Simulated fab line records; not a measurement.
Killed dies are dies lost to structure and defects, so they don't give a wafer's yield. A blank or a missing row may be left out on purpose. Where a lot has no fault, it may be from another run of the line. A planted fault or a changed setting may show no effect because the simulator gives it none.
A struck lot beside a sound one | flow nand-harc | 17 out of 1302 route steps
Sound: these wafers, L422.2, L422.5, L422.6. Wafers L412.3, L412.4, L412.6 were the ones struck. The cause comes at the end.
Order at every step that has rows: each side's tool, ch and its chambers, its first start. Under that, the readings that differ: sound wafers | struck wafers | difference of the means | sigmas: that difference in standard deviations of wafers without a fault.
alike: a reading whose means differ by less than 2 such deviations, as well as words and numbers matching on both sides. not compared: withheld readings; readings where some wafer has no value; bounds like >300 that might hide an equal value; numbers whose values overlap and for which the record gives no deviation.
The two part at a step that has a row with sigmas, a row that says differs or no value, or rows on one side only. Numbers that have no deviation but don't overlap get no sigmas and don't part them. Lack of a reading on every wafer of one side parts them only where that side has two or more wafers.

NHARC_P_GATE_CD_MEAS_59 targets a cd of 720 nm.
  sound on cd-sem-03 ch 0, day 11 17:17; struck on cd-sem-02 ch 0, day 7 14:08
  alike: cd-nm
then, 1 step without rows for these wafers: NHARC_P_GATE_HARDBAKE_60 (time 80 s).
NHARC_P_GATE_DESCUM_61: chemistry O2, time 3 s.
  sound on rie-diel-12 ch 1,2,3, day 11 17:29; struck on rie-diel-02 ch 0,2, day 7 14:17
  alike: drypump-motor-current-A, oes-product-au, rf-vpp-V, showerhead-plenum-p-Torr, throttle-valve-pct
  not compared: rf-hours-counter-h
after that, 1 step had no rows for these wafers: NHARC_P_GATE_IMPLANT_62.
NHARC_P_GATE_STRIP_112: strips in N2/H2, time 200 s.
  sound on plasma-asher-01 ch 0,1, day 11 18:02; struck on plasma-asher-02 ch 0,1, day 7 14:45
  alike: drypump-motor-current-A, heater-power-w
  not compared: rf-hours-counter-h
NHARC_P_GATE_STRIP_76: strips in O2.
  sound on plasma-asher-01 ch 0,1, day 11 18:17; struck on plasma-asher-02 ch 0,1, day 7 14:56
  alike: drypump-motor-current-A, heater-power-w
  not compared: rf-hours-counter-h
then, 6 steps without rows for these wafers: NHARC_P_GATE_STRIP_63 (strips in SPM, time 900 s); NHARC_P_GATE_DEHYDRATE_83 (time 120 s); NHARC_P_GATE_HMDS_84 (time 30 s); NHARC_P_GATE_COAT_85; NHARC_P_GATE_SOFTBAKE_86 (time 95 s); NHARC_P_GATE_EBR_87.
NHARC_P_GATE_EXPOSE_88: exposes mask P HVN, target cd 2000 nm.
  sound on krf-scanner-03 ch 0, day 11 19:04; struck on krf-scanner-04 ch 0, day 7 15:35
  reading | sound                   | struck                           | difference | sigmas
  mask    | P_HVN#0 P_HVN#0 P_HVN#0 | P_HVN_R1#0 P_HVN_R1#0 P_HVN_R1#0 | differs    |
then, 2 steps without rows for these wafers: NHARC_P_GATE_PEB_89 (peb time 85 s); NHARC_P_GATE_DEVELOP_90 (time 70 s).
NHARC_P_GATE_CD_MEAS_91 targets a cd of 2000 nm.
  sound on cd-sem-03 ch 0, day 11 19:14; struck on cd-sem-02 ch 0
  reading    | sound                | struck               | difference | sigmas
  cd-nm (nm) | 2000.5 1998.8 1999.6 | 1888.4 1891.9 1890.9 | -109.2     | -57
  not compared: hold
NHARC_END_SORT_01:
  the record has rows for the sound wafers here (prober-02 ch 0, day 30 00:55) and none for the struck ones

WHERE THEY PART
Last at NHARC_END_SORT_01 as far as this record goes, first at NHARC_P_GATE_EXPOSE_88.

WHY: the cause the simulator had injected
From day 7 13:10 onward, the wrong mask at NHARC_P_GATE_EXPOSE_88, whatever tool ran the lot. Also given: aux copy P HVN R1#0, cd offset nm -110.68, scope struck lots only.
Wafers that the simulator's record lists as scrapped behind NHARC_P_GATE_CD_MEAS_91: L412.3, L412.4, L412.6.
